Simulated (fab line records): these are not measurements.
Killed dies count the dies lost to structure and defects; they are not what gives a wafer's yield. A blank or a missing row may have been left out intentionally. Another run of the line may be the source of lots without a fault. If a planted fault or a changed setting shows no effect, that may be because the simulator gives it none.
Chamber matching	flow n5 finfet	ald metal-01 running N5_HKMG_FIN_ALD_91: 4 sister chambers
The step deposits TiN, target thk 1 nm, pulse time 1 s, purge time 3 s. 4 wafers are shown with their chamber, then 7 later ones without.

== WAFERS WITH THEIR CHAMBER ==
wafer	chamber	heater power w (W)
L083.1	3	830
L089.4	0	1032
L090.1	2	999
L090.4	1	929

== WAFERS WITHOUT THEIR CHAMBER ==
wafer	heater power w (W)
L090.6	954
L094.3	948
L094.4	822
L094.5	1015
L095.1	986
L095.3	962
L095.4	839

== THE CHAMBER EACH PASSED THROUGH ==
wafer	from the rows above	in truth
L090.6	can't be placed: 1 or 2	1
L094.3	can't be placed: 1 or 2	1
L094.4	3	3
L094.5	can't be placed: 2 or 0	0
L095.1	can't be placed: 2 or 0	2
L095.3	can't be placed: 1 or 2 or 0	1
L095.4	3	3
Correctly placed: 2 of 7. Cannot be placed on the basis of these rows: 5; the candidates contain the true chamber in 5. 0 placed wrongly.
How it was worked out, from the rows above alone: a wafer's distance from a chamber is the root of the sum, over the readings, of the square of ((its reading less the chamber's mean) divided by the reading's scatter). The wafer belongs to the nearest chamber; if the next one is less than 2 further off, it can't be placed. Each chamber's mean is taken over the wafers shown for it. The scatter: root of mean squared gap, hidden wafer to nearest shown wafer, with one shown wafer a chamber.
